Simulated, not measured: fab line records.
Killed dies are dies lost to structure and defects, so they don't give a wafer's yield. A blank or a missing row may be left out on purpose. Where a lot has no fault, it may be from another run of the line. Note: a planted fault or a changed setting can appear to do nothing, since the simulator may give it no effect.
Chamber matching | flow nand harc | NHARC_A_STAIRCASE_DEP_322 on pecvd-04: 3 sister chambers
The step deposits SiO2, target thk 3800 nm. 6 wafers are shown with their chamber, then 8 later ones without.

== WAFERS WITH THEIR CHAMBER ==
wafer  | chamber | heater power w (W)
L079.4 | 2       | 585
L079.6 | 0       | 514
L083.1 | 1       | 623
L083.3 | 2       | 640
L083.5 | 1       | 555
L086.2 | 0       | 575

== WAFERS WITH NO CHAMBER GIVEN ==
wafer  | heater power w (W)
L086.4 | 575
L086.5 | 508
L085.1 | 685
L085.3 | 659
L085.5 | 561
L089.1 | 567
L089.5 | 507
L089.6 | 600

== WHICH CHAMBER EACH WENT THROUGH ==
wafer  | from the rows above          | in truth
L086.4 | can't be placed: 1 or 0 or 2 | 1
L086.5 | can't be placed: 0 or 1 or 2 | 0
L085.1 | can't be placed: 2 or 1 or 0 | 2
L085.3 | can't be placed: 2 or 1 or 0 | 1
L085.5 | can't be placed: 0 or 1 or 2 | 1
L089.1 | can't be placed: 1 or 0 or 2 | 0
L089.5 | can't be placed: 0 or 1 or 2 | 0
L089.6 | can't be placed: 1 or 2 or 0 | 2
Correct placement for 0 of the 8. Not placeable from these rows: 8 (in 8, the candidates include the true chamber). Wrongly placed: 0.
How it was worked out, from the rows above alone: a wafer's distance from a chamber is the root of the sum, over the readings, of the square of ((its reading less the chamber's mean) divided by the reading's scatter). If the next closest chamber is less than 2 further off than the closest, the wafer can't be placed; otherwise it belongs to the closest. A chamber's mean is the mean of its shown wafers. The scatter is the square root of a quotient: the sum, over the shown wafers, of each reading's squared deviation from its chamber's mean, divided by wafers minus chambers.
